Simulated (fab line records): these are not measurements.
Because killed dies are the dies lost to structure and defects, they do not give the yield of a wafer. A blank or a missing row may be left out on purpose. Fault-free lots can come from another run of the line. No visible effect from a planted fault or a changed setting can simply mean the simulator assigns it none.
Which tool did it? | flow n5_finfet | 10 lots, 29 wafers sampled, at 2 steps of a route of 1938

## WHAT THE GAUGES SHOWED, per wafer
N5_PASSIVATION_OVL_MEAS_63.
lot  | measured     | on         | PAD_OVL (nm)
L923 | day 12 20:29 | overlay-02 | -3 5 2
L924 | day 13 00:28 | overlay-02 | 8 -6 2
L927 | day 14 07:34 | overlay-01 | 6 8 3
L928 | day 13 15:13 | overlay-02 | -8 -12 -9
L929 | day 14 04:15 | overlay-02 | -5 -4 -9
L932 | day 15 04:30 | overlay-01 | 6 -1 6
L936 | day 15 15:46 | overlay-01 | 2 -7 -12
L939 | day 16 10:39 | overlay-02 | -8 -3 -2
L942 | day 16 22:38 | overlay-01 | 9 -2
L940 | day 17 17:04 | overlay-01 | 6 10 15

## WHAT TOOL EACH LOT RAN ON (gives the tool, then ch and the chambers of the sampled wafers, and finally the start)
lot  | N5_BEOL_M2_ETCH_77
L923 | rie_diel-04 ch 2,3, day 7 09:04
L924 | rie_diel-05 ch 0,1,2, day 7 12:17
L927 | rie_diel-03 ch 0,1, day 8 12:17
L928 | rie_diel-04 ch 0,3, day 8 12:21
L929 | rie_diel-04 ch 0,2,3, day 8 15:13
L932 | rie_diel-03 ch 0,1, day 9 14:54
L936 | rie_diel-04 ch 0,2,3, day 10 12:02
L939 | rie_diel-04 ch 0,1,3, day 11 09:32
L942 | rie_diel-05 ch 0, day 11 21:47
L940 | rie_diel-03 ch 0,1,3, day 11 22:55
- N5_BEOL_M2_ETCH_77: etches underlayer in N2/H2, target depth 6.5 nm, time 5.2 s.

## THE ANSWER, worked out from the rows above alone
Rule: what is usual is taken from the lots themselves. Put in order of their means at a reading, lots are off if they are a third of the lots or fewer, leave a main group of 4 or more, and stand apart from it by a gap of 3 or more times the standard deviation of the main group's means; of several such gaps the widest counts. A main group is skipped when, at the precision printed for the reading in the tables above, its means are all equal. A lot without any number at a reading at which 4 lots or more have one is off too. Any other lot the step has rows for is counted as sound.
None of the lots is off at any reading shown; this tells nothing.

## WHAT THE SIMULATOR HAD PUT IN
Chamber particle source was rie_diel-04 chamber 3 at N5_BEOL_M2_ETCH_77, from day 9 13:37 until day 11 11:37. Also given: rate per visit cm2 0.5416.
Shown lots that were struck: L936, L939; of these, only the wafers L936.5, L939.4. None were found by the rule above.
